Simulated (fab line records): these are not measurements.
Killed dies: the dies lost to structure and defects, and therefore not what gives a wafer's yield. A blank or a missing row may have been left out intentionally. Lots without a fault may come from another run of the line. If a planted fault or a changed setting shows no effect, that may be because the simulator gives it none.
fab line records | flow n5_finfet
[record] lots = 5 wafers = 15 last_day = 18
route steps=1938 shown SD_EPI_N@276 SD_EPI_P@295 MOL_CONTACT_COAG@537
lots that met no fault: taken from a fault-free run of the same line
start_h: start of the lot's first displayed wafer, in hours after the record's first day | wait_h: how many hours have passed since the lot's step before this one | " repeats the value in the row above | L1.1+2: a single row standing in for several wafers | - no value present, or no start provided | * or withheld: withheld | < > ~ a bound
route shown NAME@n: a module of which the file shows steps, and the number in the route of the first | usual: mean/standard deviation of fault-free wafers | same: alike in all rows | chamber/n: place in a boat | sites: each site's reading | _std_site: standard deviation across them | _edge_site: mean of outer sites minus mean of inner sites | radius_mm: for every site, how far away it sits from the centre of the wafer | mask NAME#n: copy n | behind: the last tool/chamber to shape the wafer | hold: cause of the lot's hold/its duration in hours/its outcome | device: the n, p or np transistor that did not switch | end of line: the route-end tests of the same wafers | a step given without rows: its recipe and nothing more | killed: count of dies lost to structure and defects at first sort (not the wafer's yield) | map: a wafer's dies, marking killed ones x, the rest . and places with no die _
set.NAME: setting as actually run; set.NAME@STEP: the setting as run at that earlier step | model.NAME: the simulator's own value behind a step, which no gauge read
certain route steps with their lots: each step a table, each wafer a row
services: a tool's chamber out of use, with start hour (start_h, from the record's first day; less than 0 if before it), hours out, and reason
[[steps]]
[step N5_SD_EPI_N_STRIP_36]
[recipe] chemistry = N2/H2 temp_c = 40 n2_flow_sccm = 200 h2_flow_sccm = 200 rf_frequency_hz = 6e+07
[step N5_SD_EPI_N_ETCHBACK_44]
[recipe] chemistry = CH3F/O2 mode = anisotropic_etchback target = SiNx target_depth_a = 145 stop_on = SiO2 over_etch_frac = 0.3 ion_energy_ev = 120 pressure_mtorr = 30 source_w = 395 bias_w = 73 Ar_flow_sccm = 150 CH3F_flow_sccm = 30 O2_flow_sccm = 20
[usual] CH3F_flow_sccm = 29.98/0.096 drypump_motor_current_A = 5.5/0.45 oes_product_au = 0.69/0.054 rf_vpp_V = 298/9.5 showerhead_plenum_p_Torr = 2.02/0.072 throttle_valve_pct = 16.31/0.13
[same] over_etch_frac = 0.3
// columns lot.wafer tool chamber start_h wait_h CH3F_flow_sccm drypump_motor_current_A oes_product_au rf_hours_counter_h rf_vpp_V showerhead_plenum_p_Torr throttle_valve_pct
L665.1 rie_diel-02 1 51.53 0.0 29.98 5.2 0.67 81 305 2.04 16.26
L665.4 " 3 " " 30.09 4.9 0.82 2 301 2.04 16.23
L665.6 " 0 " " 29.99 6.2 0.70 - 311 1.93 16.23
L674.1 rie_diel-02 2 105.17 0.0 29.93 5.8 0.70 75 291 2.13 16.25
L674.5 " 3 " " 30.03 4.9 0.77 - 299 2.04 16.26
L674.6 " 2 " " 29.87 5.8 0.70 - 288 2.13 16.26
L681.3 rie_diel-01 3 146.07 0.0 30.08 5.4 0.66 120 310 1.94 16.52
L681.5 " 1 " " 29.96 5.8 0.69 - 305 1.95 16.20
L681.6 " 2 " " 30.06 5.6 0.70 - 291 2.00 16.05
L685.2 rie_diel-01 2 169.45 0.0 30.16 5.6 0.68 87 290 2.00 16.07
L685.4 " 0 " " 29.91 6.2 0.64 123 282 1.91 16.36
L685.6 " 3 " " 29.82 5.4 0.66 - 311 1.93 16.54
L686.1 rie_diel-04 1 177.76 0.0 29.90 5.8 0.67 132 306 2.04 16.45
L686.2 " 0 " " 30.06 5.5 0.59 240 296 1.88 16.35
L686.3 " 3 " " 29.97 5.7 0.62 195 298 2.07 16.38
[step N5_SD_EPI_N_ETCH_45]
[recipe] chemistry = CH3F/O2 target = SiOCN target_depth_a = 60 mask_material = SOC ion_energy_ev = 60 bias_w = 29 pressure_mtorr = 15 source_w = 410 Ar_flow_sccm = 150 CH3F_flow_sccm = 30 O2_flow_sccm = 20
[usual] CH3F_flow_sccm = 30.00/0.078 drypump_motor_current_A = 5.5/0.45 oes_product_au = 0.80/0.065 rf_vpp_V = 127.5/0.93 showerhead_plenum_p_Torr = 2.01/0.073 throttle_valve_pct = 23.32/0.2
// columns lot.wafer tool chamber start_h wait_h CH3F_flow_sccm drypump_motor_current_A oes_product_au rf_hours_counter_h rf_vpp_V showerhead_plenum_p_Torr throttle_valve_pct
L665.1 rie_diel-02 1 51.63 0.1 29.97 5.2 0.81 81 127.9 2.03 23.37
L665.4 " 3 " " 29.98 4.9 0.95 2 127.5 2.04 23.29
L665.6 " 0 " " 30.02 6.2 0.85 - 126.6 1.92 23.16
L674.1 rie_diel-02 2 105.27 0.1 30.01 5.8 0.78 75 128.6 2.12 23.46
L674.5 " 3 " " 30.03 4.9 0.89 - 127.9 2.03 23.31
L674.6 " 2 " " 30.04 5.8 0.79 - 127.5 2.12 23.47
L681.3 rie_diel-01 3 146.17 0.1 30.01 5.5 0.78 120 128.1 1.93 23.53
L681.5 " 1 " " 30.03 5.8 0.82 - 128.0 1.95 23.08
L681.6 " 2 " " 29.93 5.6 0.81 - 128.5 1.99 22.93
L685.2 rie_diel-01 2 169.55 0.1 30.03 5.6 0.80 87 128.1 1.99 22.95
L685.4 " 0 " " 29.94 6.2 0.76 123 126.1 1.90 23.22
L685.6 " 3 " " 29.91 5.4 0.77 - 126.2 1.93 23.57
L686.1 rie_diel-04 1 177.86 0.1 30.05 5.8 0.78 132 126.3 2.04 23.59
L686.2 " 0 " " 30.04 5.5 0.71 240 125.9 1.88 23.17
L686.3 " 3 " " 30.00 5.7 0.72 195 128.3 2.06 23.16
[step N5_SD_EPI_N_ETCH_16]
[recipe] chemistry = CHF3/O2 target = SiO2 target_depth_a = 50 mask_material = SOC pressure_mtorr = 30 source_w = 650 bias_w = 170 Ar_flow_sccm = 200 CHF3_flow_sccm = 50 O2_flow_sccm = 5 ion_energy_ev = 200
[step N5_SD_EPI_N_STRIP_47]
[recipe] chemistry = CHF3/O2 resist = SiARC rf_frequency_hz = 6e+07
[step N5_SD_EPI_N_SD_RECESS_17]
[recipe] chemistry = HBr/Cl2/O2 target_depth_a = 410 mask_material = SOC time_s = 23.7 bt_time_s = 3 pressure_mtorr = 10 icp_w = 800 bias_w = 112 HBr_flow_sccm = 150 Cl2_flow_sccm = 80 O2_flow_sccm = 12
[step N5_SD_EPI_N_STRIP_38]
[recipe] chemistry = N2/H2 power_w = 1000 temp_c = 250 h2_frac = 0.65 overash_fraction = 0.3 pressure_mtorr = withheld n2_flow_sccm = 1750 h2_flow_sccm = 3250
[step N5_SD_EPI_N_WET_ETCH_43]
[recipe] chemistry = dHF dilution = withheld time_s = 14 target = SiO2 target_depth_a = 15 temp_c = 25
[step N5_SD_EPI_N_STRIP_18]
[recipe] chemistry = SPM time_s = 750 temp_c = 130 h2so4_h2o2_vol_ratio = 4
[step N5_SD_EPI_N_SRD_20]
[recipe] dry = ipa_marangoni do_ppb = 5 time_s = 30 temp_c = 23 rinse_liquid = diw
[step N5_SD_EPI_N_PRECLEAN_48]
[recipe] chemistry = NF3:NH3 afs_cycles = 2 temp_c = 30 time_s = 20 sublimation_temp_c = 180 sublimation_time_s = 60 pressure_torr = 3 rf_power_w = 30
[step N5_SD_EPI_N_VAPOR_ETCH_50]
[recipe] chemistry = HCl target = Si temp_c = 775 time_s = 54 pressure_torr = 20 mode = isotropic
[step N5_SD_EPI_N_EPI_21]
[recipe] material = Si:P dopant = P temp_c = 680 pressure_torr = 255 time_s = 690
[usual] epi_growth_time_s = 690/0
// columns lot.wafer tool chamber start_h wait_h epi_growth_time_s model.Si-P_of_SD_EPI_N_EPI_21.thk_nm
L665.1 epi_rpcvd-01 0 52.81 0.1 690 60
L665.4 " 0 " " 690 59.4
L665.6 " 0 " " 690 59.8
L674.1 epi_rpcvd-03 0 106.45 0.1 690 58.2
L674.5 " 0 107.57 1.1 690 58.4
L674.6 " 0 " " 690 58.6
L681.3 epi_rpcvd-03 0 147.88 0.7 930.76 72.8
L681.5 " 0 " " 690 59
L681.6 " 0 " " 930.76 72.8
L685.2 epi_rpcvd-04 0 171.32 0.5 690 58.6
L685.4 " 0 " " 690 58
L685.6 " 0 " " 690 58.4
L686.1 epi_rpcvd-04 0 179.46 0.3 690 58.6
L686.2 " 0 " " 690 58.2
L686.3 " 0 " " 690 58.2
[step N5_SD_EPI_N_EPI_MEAS_23]
[recipe] mode = xrd
[usual] thk_nm = 59.0/1.3
// columns lot.wafer tool chamber start_h wait_h thk_nm
L665.1 film_metro-02 - 54.52 1.4 58.7
L665.4 " - " " 59.2
L665.6 " - " " 60.0
L674.1 film_metro-01 - 108.17 1.4 57.9
L674.5 " - " " 58.2
L674.6 " - " " 58.3
L681.3 film_metro-01 - 149.05 0.9 73.4
L681.5 " - " " 59.4
L681.6 " - " " 73.0
L685.2 film_metro-01 - 173.24 1.5 58.4
L685.4 " - " " 58.0
L685.6 " - " " 57.4
L686.1 film_metro-02 - 182.48 2.5 58.4
L686.2 " - " " 57.1
L686.3 " - " " 58.4
[step N5_SD_EPI_N_PRECLEAN_24]
[recipe] chemistry = O3/DIW time_s = 60 temp_c = 22 o3_ppm = 10
[step N5_SD_EPI_N_SRD_25]
[recipe] time_s = 30 temp_c = 23 rinse_liquid = diw dry = ipa_marangoni
[step N5_SD_EPI_N_PRECLEAN_49]
[recipe] chemistry = NF3:NH3 afs_cycles = 1 temp_c = 30 time_s = 20 sublimation_temp_c = 180 sublimation_time_s = 60 pressure_torr = 3 rf_power_w = 30
[step N5_SD_EPI_N_LINER_46]
[recipe] material = SiNx target_thk_a = 30 temp_c = 400 ald_precursor_family = SiH2I2 ald_co_reactant = N2/H2-plasma pressure_torr = 2
[usual] heater_power_w = 862/66
// columns lot.wafer tool chamber start_h wait_h heater_power_w
L665.1 ald_sin-01 3 54.83 0.2 884
L665.4 " 2 " " 795
L665.6 " 0 " " 862
L674.1 ald_sin-01 2 108.47 0.2 795
L674.5 " 1 " " 805
L674.6 " 2 " " 789
L681.3 ald_sin-04 0 149.36 0.1 814
L681.5 " 2 " " 753
L681.6 " 3 " " 862
L685.2 ald_sin-03 1 173.55 0.1 989
L685.4 " 2 " " 905
L685.6 " 0 " " 922
L686.1 ald_sin-04 3 183.33 0.7 881
L686.2 " 0 " " 826
L686.3 " 2 " " 746
[step N5_SD_EPI_N_INSPECT_26]
[recipe] inspect_instrument = darkfield mode = post_epi
[usual] raw_defect_count = 201/40
// columns lot.wafer tool chamber start_h wait_h raw_defect_count
L665.1 defect_inspect-01 - 55.08 0.1 235
L665.4 " - " " 191
L665.6 " - " " 139
L674.1 defect_inspect-02 - 108.72 0.1 214
L674.5 " - " " 208
L674.6 " - " " 254
L681.3 defect_inspect-01 - 149.61 0.1 219
L681.5 " - " " 176
L681.6 " - " " 190
L685.2 defect_inspect-02 - 173.80 0.1 179
L685.4 " - " " 195
L685.6 " - " " 211
L686.1 defect_inspect-02 - 183.58 0.1 197
L686.2 " - " " 201
L686.3 " - " " 238
[step N5_SD_EPI_P_COAT_34]
[recipe] resist = SOC temp_c = 250 time_s = 60 spin_rpm = 1500 resist_thk_nm = 350
[step N5_SD_EPI_P_COAT_35]
[recipe] resist = SiARC temp_c = 220 time_s = 60 spin_rpm = 1500 resist_thk_nm = 35
[step N5_SD_EPI_P_COAT_03]
[recipe] resist = CAR-ArF-block spin_rpm = 1500 resist_thk_nm = 150
[step N5_SD_EPI_P_EBR_05]
[recipe] solvent = PGMEA ebr_width_mm = 1.5
[step N5_SD_EPI_P_SOFTBAKE_04]
[recipe] temp_c = 110 time_s = 60 resist = CAR-ArF-block
[step N5_SD_EPI_P_EXPOSE_06]
[recipe] mask_id = SD_P_BLK na = 1.35 source_shape = conventional sigma_outer = 0.8 polarization = unpolarized target_cd_nm = 240 dose_mj = 39.5
[step N5_SD_EPI_P_PEB_07]
[recipe] peb_temp_c = 110 peb_time_s = 60 resist = CAR-ArF-block
[step N5_SD_EPI_P_DEVELOP_08]
[recipe] develop_time_s = 30 developer = TMAH resist = CAR-ArF-block dev_temp_c = 23 rinse_liquid = diw dry = air_spin
[step N5_SD_EPI_P_CD_MEAS_09]
[recipe] target_cd_nm = 240 landing_energy_ev = 500 detector = se_inlens
[usual] cd_nm = 240.9/0.86
// columns lot.wafer tool chamber start_h wait_h cd_nm
L665.1 cd_sem-03 0 55.36 - 239.3
L665.4 " 0 " " 237.8
L665.6 " 0 " " 240.4
L674.1 cd_sem-01 0 109.00 - 239.5
L674.5 " 0 " " 239.0
L674.6 " 0 " " 241.0
L681.3 cd_sem-03 0 149.88 - 240.3
L681.5 " 0 " " 240.6
L681.6 " 0 " " 240.8
L685.2 cd_sem-03 0 174.20 - 239.6
L685.4 " 0 " " 240.7
L685.6 " 0 " " 240.1
L686.1 cd_sem-02 0 183.98 - 241.8
L686.2 " 0 " " 240.6
L686.3 " 0 " " 240.4
[step N5_SD_EPI_P_OVL_MEAS_10]
[recipe] points_per_wafer = 44
[usual] SD_P_BLK_OVL = -0.9/0.77
// columns lot.wafer tool chamber start_h wait_h SD_P_BLK_OVL[nm]
L665.1 overlay-02 0 55.39 0.0 -2.4
L665.4 " 0 " " -1.9
L665.6 " 0 " " -1.2
L674.1 overlay-01 0 109.03 0.0 -0.3
L674.5 " 0 " " -0.8
L674.6 " 0 " " 0.4
L681.3 overlay-01 0 149.91 0.0 -1.3
L681.5 " 0 " " -1.1
L681.6 " 0 " " -0.3
L685.2 overlay-01 0 174.23 0.0 -0.5
L685.4 " 0 " " -0.4
L685.6 " 0 " " -0.2
L686.1 overlay-02 0 184.01 0.0 -0.6
L686.2 " 0 " " -0.9
L686.3 " 0 " " -1.5
[step N5_SD_EPI_P_INSPECT_11]
[recipe] mode = adi inspect_instrument = macro
[usual] raw_defect_count = 2.0/1.4
// columns lot.wafer tool chamber start_h wait_h raw_defect_count
L665.1 defect_inspect-02 - 55.41 0.0 0
L665.4 " - " " 2
L665.6 " - " " 3
L674.1 defect_inspect-01 - 109.05 0.0 4
L674.5 " - " " 2
L674.6 " - " " 1
L681.3 defect_inspect-02 - 149.94 0.0 1
L681.5 " - " " 2
L681.6 " - " " 2
L685.2 defect_inspect-02 - 174.25 0.0 2
L685.4 " - " " 1
L685.6 " - " " 0
L686.1 defect_inspect-02 - 184.04 0.0 4
L686.2 " - " " 2
L686.3 " - " " 0
[step N5_SD_EPI_P_DESCUM_14]
[recipe] chemistry = O2 time_s = 7.9 source_power_w = 50 bias_power_w = 20 pressure_mtorr = 20 rf_frequency_hz = 2.712e+07 temp_c = 40 resist = CAR-ArF-block o2_flow_sccm = 225
[step N5_SD_EPI_P_ETCH_36]
[recipe] chemistry = CF4 target = SiARC target_depth_a = 455 mask_material = CAR-ArF-block time_s = 75.8 ion_energy_ev = 80 pressure_mtorr = 40 source_w = 545 bias_w = 36 Ar_flow_sccm = 100 cf4_flow_sccm = 100 ends = cleared
[step N5_SD_EPI_P_ETCH_37]
[recipe] chemistry = N2/H2 target = SOC overetch_a = 1080 mask_material = SiARC temp_c = 40 ion_energy_ev = 100 source_w = 3000 bias_w = 133 pressure_mtorr = 20 time_s = 486 n2_flow_sccm = 200 h2_flow_sccm = 200 ends = end_point
[step N5_SD_EPI_P_STRIP_38]
[recipe] chemistry = N2/H2 temp_c = 40 n2_flow_sccm = 200 h2_flow_sccm = 200 rf_frequency_hz = 6e+07
[step N5_SD_EPI_P_ETCHBACK_46]
[recipe] chemistry = CH3F/O2 mode = anisotropic_etchback target = SiNx target_depth_a = 175 stop_on = SiO2 over_etch_frac = 0.3 ion_energy_ev = 120 pressure_mtorr = 30 source_w = 395 bias_w = 73 Ar_flow_sccm = 150 CH3F_flow_sccm = 30 O2_flow_sccm = 20
[step N5_SD_EPI_P_ETCH_47]
[recipe] chemistry = CH3F/O2 target = SiOCN target_depth_a = 250 mask_material = SOC ion_energy_ev = 60 bias_w = 29 pressure_mtorr = 30 source_w = 410 Ar_flow_sccm = 150 CH3F_flow_sccm = 30 O2_flow_sccm = 20
[step N5_SD_EPI_P_ETCH_16]
[recipe] chemistry = CHF3/O2 target = SiO2 target_depth_a = 50 mask_material = SOC pressure_mtorr = 30 source_w = 650 bias_w = 170 Ar_flow_sccm = 200 CHF3_flow_sccm = 50 O2_flow_sccm = 5 ion_energy_ev = 200
[usual] CHF3_flow_sccm = 49.99/0.15 drypump_motor_current_A = 5.72/0.28 oes_product_au = 0.79/0.082 rf_vpp_V = 524/11 showerhead_plenum_p_Torr = 2.36/0.07 throttle_valve_pct = 18.90/0.26
// columns lot.wafer tool chamber start_h wait_h CHF3_flow_sccm drypump_motor_current_A oes_product_au rf_hours_counter_h rf_vpp_V showerhead_plenum_p_Torr throttle_valve_pct
L665.1 rie_diel-06 0 56.06 0.1 49.80 5.56 0.98 2 529 2.36 18.50
L665.4 " 2 " " 50.09 5.33 0.71 220 525 2.31 19.22
L665.6 " 1 " " 50.20 5.65 0.78 - 509 2.29 18.67
L674.1 rie_diel-05 1 109.70 0.1 50.21 5.74 0.78 138 542 2.49 18.75
L674.5 " 2 " " 49.82 5.33 0.72 - 519 2.43 19.12
L674.6 " 3 " " 50.11 5.95 0.87 - 536 2.47 19.14
L681.3 rie_diel-06 1 150.58 0.0 49.93 5.63 0.76 157 510 2.28 18.70
L681.5 " 2 " " 49.96 5.33 0.70 - 527 2.30 19.28
L681.6 " 3 " " 50.03 5.85 0.80 - 527 2.31 18.74
L685.2 rie_diel-06 1 174.90 0.1 49.76 5.63 0.75 164 509 2.28 18.72
L685.4 " 2 " " 49.66 5.35 0.70 - 526 2.30 19.30
L685.6 " 0 " " 49.73 5.57 0.88 - 529 2.34 18.56
L686.1 rie_diel-05 1 184.69 0.1 50.34 5.75 0.76 160 541 2.48 18.78
L686.2 " 0 " " 49.92 5.49 0.96 15 524 2.46 19.14
L686.3 " 2 " " 50.10 5.33 0.71 194 520 2.42 19.16
[step N5_SD_EPI_P_STRIP_50]
[recipe] chemistry = CHF3/O2 resist = SiARC rf_frequency_hz = 6e+07
[step N5_SD_EPI_P_SD_RECESS_17]
[recipe] chemistry = HBr/Cl2/O2 target_depth_a = 391 bt_time_s = 3 pressure_mtorr = 10 icp_w = 800 bias_w = 112 HBr_flow_sccm = 150 Cl2_flow_sccm = 80 O2_flow_sccm = 12
[step N5_SD_EPI_P_WET_ETCH_45]
[recipe] chemistry = dHF dilution = withheld time_s = 10.7 target = SiO2 target_depth_a = 20 temp_c = 25 dry = ipa_marangoni rinse_time_s = 30 rinse_temp_c = 23
[step N5_SD_EPI_P_STRIP_40]
[recipe] chemistry = N2/H2 power_w = 1000 temp_c = 250 h2_frac = 0.65 overash_fraction = 0.3 pressure_mtorr = withheld n2_flow_sccm = 1750 h2_flow_sccm = 3250
[usual] drypump_motor_current_A = 5.6/0.32 heater_power_w = 328/11 oes_product_au = 0.761/0.011
// columns lot.wafer tool chamber start_h wait_h drypump_motor_current_A heater_power_w oes_product_au rf_hours_counter_h
L665.1 plasma_asher-02 0 56.27 0.0 5.3 349 0.761 33
L665.4 " 0 " " 5.3 338 0.752 -
L665.6 " 1 " " 5.5 320 0.791 -
L674.1 plasma_asher-02 1 109.92 0.0 5.5 322 0.751 43
L674.5 " 0 " " 5.4 340 0.769 -
L674.6 " 1 " " 5.5 313 0.757 -
L681.3 plasma_asher-01 0 150.82 0.0 6.3 329 0.750 -
L681.5 " 1 " " 5.7 324 0.750 -
L681.6 " 0 " " 6.2 334 0.776 -
L685.2 plasma_asher-02 1 175.12 0.0 5.5 317 0.768 52
L685.4 " 0 " " 5.3 348 0.741 -
L685.6 " 0 " " 5.3 342 0.754 -
L686.1 plasma_asher-02 1 184.90 0.0 5.5 317 0.772 55
L686.2 " 0 " " 5.3 346 0.784 55
L686.3 " 0 " " 5.3 339 0.770 -
[step N5_SD_EPI_P_PRECLEAN_52]
[recipe] chemistry = O3/DIW time_s = 60 temp_c = 22 o3_ppm = 10
[step N5_MOL_CONTACT_COAG_ETCH_15]
[recipe] chemistry = CH3F/O2 target = SiNx target_depth_a = 70 mask_material = SOC stop_on = Si:P over_etch_frac = 0.75 ion_energy_ev = 120 pressure_mtorr = 30 source_w = 395 bias_w = 73 Ar_flow_sccm = 150 CH3F_flow_sccm = 30 O2_flow_sccm = 20
[usual] CH3F_flow_sccm = 30.00/0.087 drypump_motor_current_A = 5.6/0.4 oes_product_au = 0.58/0.042 rf_vpp_V = 297/9.9 showerhead_plenum_p_Torr = 1.99/0.071 throttle_valve_pct = 16.29/0.13
[same] over_etch_frac = 0.75
// columns lot.wafer tool chamber start_h wait_h CH3F_flow_sccm drypump_motor_current_A oes_product_au rf_hours_counter_h rf_vpp_V showerhead_plenum_p_Torr throttle_valve_pct model.Si-P_of_SD_EPI_N_EPI_21.thk_nm
L665.1 rie_diel-02 1 91.36 0.0 30.06 5.2 0.57 97 301 2.03 16.28 59.2
L665.4 " 2 " " 30.09 5.8 0.60 70 289 2.13 16.24 58.6
L665.6 " 1 " " 30.05 5.2 0.57 - 304 2.03 16.28 59
L674.1 rie_diel-01 0 142.95 0.0 30.02 6.2 0.56 116 280 1.91 16.34 57.4
L674.5 " 1 " " 30.08 5.7 0.59 - 304 1.95 16.16 57.6
L674.6 " 0 " " 30.00 6.3 0.57 - 281 1.91 16.34 57.8
L681.3 rie_diel-01 2 184.53 0.0 29.91 5.6 0.58 93 291 1.99 16.07 71.8
L681.5 " 3 " " 29.98 5.4 0.56 - 310 1.93 16.53 58.2
L681.6 " 2 " " 29.99 5.6 0.58 - 290 1.99 16.05 71.8
L685.2 rie_diel-02 1 208.61 0.0 30.01 5.2 0.54 134 302 2.02 16.34 57.8
L685.4 " 2 " " 29.86 5.8 0.57 110 288 2.12 16.32 57.2
L685.6 " 2 " " 29.93 5.8 0.58 - 289 2.12 16.33 57.6
L686.1 rie_diel-01 0 219.97 0.0 30.05 6.2 0.54 140 280 1.90 16.37 57.8
L686.2 " 2 " " 29.95 5.6 0.57 103 290 1.99 16.11 57.4
L686.3 " 3 " " 29.94 5.5 0.54 144 310 1.93 16.55 57.4
[[services]]
// columns tool chamber start_h hours kind
rie_diel-06 2 42.27 12.2 repair
rie_diel-01 - 55.43 14.6 pm
plasma_asher-02 - 64.01 2.1 repair
rie_diel-01 1 71.65 13.0 repair
rie_diel-05 2 75.18 5.8 repair
ald_sin-04 - 85.25 14.0 pm
rie_diel-04 3 85.35 15.4 repair
rie_diel-05 0 87.02 11.6 repair
rie_diel-01 3 89.17 31.4 repair
rie_diel-06 - 90.88 0.7 repair
rie_diel-01 - 116.22 0.3 repair
ald_sin-01 2 133.41 14.0 repair
rie_diel-04 - 134.04 2.8 pm
plasma_asher-02 - 146.34 14.6 repair
ald_sin-04 - 155.76 12.3 repair
rie_diel-06 3 165.87 11.5 repair
epi_rpcvd-03 - 165.99 0.5 pm
rie_diel-02 2 180.71 1.5 repair
rie_diel-06 2 182.28 6.3 repair
epi_rpcvd-04 - 182.44 27.2 pm
rie_diel-02 3 182.82 5.4 repair
rie_diel-01 - 205.96 2.7 repair
epi_rpcvd-03 - 215.94 2.5 repair
rie_diel-06 - 216.83 4.3 pm
[[key]]
[first_sign] step = N5_SD_EPI_N_EPI_21 reading = epi_growth_time_s direction = up sigmas = 99+ usual = * struck = *
[effect] step = N5_SD_EPI_N_EPI_MEAS_23 reading = thk_nm direction = up sigmas = 11 usual = * struck = *
[model_effect] step = N5_SD_EPI_N_EPI_21 value = Si-P_of_SD_EPI_N_EPI_21.thk_nm without = 58.8 struck = 72.8
[model_effect] step = N5_MOL_CONTACT_COAG_ETCH_15 value = Si-P_of_SD_EPI_N_EPI_21.thk_nm without = 58 struck = 71.8
met_at N5_SD_EPI_N_EPI_21
struck_wafers L681.3,L681.6
tester_left_out L681
onset_between 106.45 147.88
[fault] kind = process_parameter_drift tool = epi_rpcvd-03 chamber = - onset_h = 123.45 steps = N5_SD_EPI_N_EPI_21 channel = epi_growth_time_s offset = * shape = step end_h = 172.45 scope = struck_wafers_only acts_in = * stated = *
// tester_left_out: of these lots the tester's yield and bins aren't shown, on N5 and GAA mostly nor the transistor test; their killed dies are dies lost to structure and defects alone, not to doping, threshold or leakage, so they don't give the yield
